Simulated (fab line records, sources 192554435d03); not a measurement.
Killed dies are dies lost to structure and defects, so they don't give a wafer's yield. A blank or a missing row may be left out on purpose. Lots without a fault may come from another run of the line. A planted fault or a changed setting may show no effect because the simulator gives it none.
Chamber matching | flow n5_finfet | N5_MOL_CONTACT_COAG_ETCH_90 on rie_diel-04: 4 sister chambers
The step etches SiARC in CF4, target depth 13 nm, time 21.7 s. 24 wafers are shown with their chamber, then 12 later ones without.

WAFERS WITH THEIR CHAMBER
wafer  | chamber | showerhead_plenum_p_Torr (Torr) | throttle_valve_pct (%) | oes_product_au (a.u.)
L076.1 | 3       | 2.03                            | 15.5                   | 0.61
L076.4 | 1       | 2.19                            | 15.6                   | 0.57
L076.5 | 3       | 2.03                            | 15.5                   | 0.60
L077.1 | 1       | 2.19                            | 15.6                   | 0.57
L077.4 | 3       | 2.03                            | 15.5                   | 0.60
L077.5 | 1       | 2.19                            | 15.6                   | 0.57
L078.1 | 0       | 2.16                            | 15.9                   | 0.66
L078.3 | 1       | 2.19                            | 15.6                   | 0.57
L078.4 | 3       | 2.03                            | 15.5                   | 0.61
L082.3 | 0       | 2.15                            | 16.0                   | 0.65
L082.4 | 3       | 2.03                            | 15.5                   | 0.60
L082.6 | 1       | 2.18                            | 15.7                   | 0.56
L083.2 | 1       | 2.18                            | 15.7                   | 0.56
L083.4 | 3       | 2.03                            | 15.5                   | 0.59
L083.6 | 1       | 2.18                            | 15.6                   | 0.56
L086.1 | 2       | 2.05                            | 15.9                   | 0.61
L086.5 | 2       | 2.05                            | 15.9                   | 0.62
L086.6 | 0       | 2.15                            | 16.0                   | 0.65
L089.2 | 0       | 2.15                            | 16.0                   | 0.65
L089.3 | 3       | 2.02                            | 15.5                   | 0.58
L089.6 | 3       | 2.02                            | 15.5                   | 0.59
L090.3 | 2       | 2.05                            | 15.9                   | 0.61
L090.4 | 0       | 2.15                            | 16.0                   | 0.64
L090.5 | 3       | 2.02                            | 15.6                   | 0.58

SIGNATURES (means of the wafers above)
reading                  | chamber 0 | chamber 1 | chamber 2 | chamber 3 | scatter within a chamber
showerhead_plenum_p_Torr | 2.1520    | 2.1857    | 2.0500    | 2.0267    | 0.00475
throttle_valve_pct       | 15.980    | 15.629    | 15.900    | 15.511    | 0.0395
oes_product_au           | 0.6500    | 0.5657    | 0.6133    | 0.5956    | 0.00854
Rule: a wafer's distance from a chamber is the root of the sum, over the readings, of the square of ((its reading less the chamber's mean) divided by the reading's scatter). The wafer belongs to the nearest chamber; if the next one is less than 2 further off, it can't be placed. The scatter: the root of (the sum of the squares of (reading less its chamber's mean) over the shown wafers, divided by (wafers less chambers)).

WAFERS WITHOUT THEIR CHAMBER
wafer  | showerhead_plenum_p_Torr (Torr) | throttle_valve_pct (%) | oes_product_au (a.u.)
L091.1 | 2.05                            | 15.9                   | 0.60
L091.2 | 2.02                            | 15.5                   | 0.58
L091.6 | 2.05                            | 15.9                   | 0.60
L093.1 | 2.14                            | 16.0                   | 0.63
L093.4 | 2.18                            | 15.2                   | 0.76
L093.6 | 2.18                            | 15.2                   | 0.76
L095.2 | 2.14                            | 16.0                   | 0.64
L095.5 | 2.18                            | 15.2                   | 0.77
L095.6 | 2.05                            | 15.9                   | 0.60
L097.2 | 2.14                            | 16.0                   | 0.62
L097.3 | 2.18                            | 15.2                   | 0.74
L097.6 | 2.18                            | 15.2                   | 0.75

WHICH CHAMBER EACH WENT THROUGH
wafer  | from the rows above     | in truth
L091.1 | 2                       | 2
L091.2 | 3                       | 3
L091.6 | 2                       | 2
L093.1 | 0                       | 0
L093.4 | can't be placed: 0 or 1 | 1
L093.6 | can't be placed: 0 or 1 | 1
L095.2 | 0                       | 0
L095.5 | can't be placed: 0 or 1 | 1
L095.6 | 2                       | 2
L097.2 | 0                       | 0
L097.3 | can't be placed: 1 or 0 | 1
L097.6 | can't be placed: 0 or 1 | 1
Placed correctly: 7 of 12. Can't be placed from these rows: 5 (the true chamber is among the candidates in 5). Placed wrongly: 0.
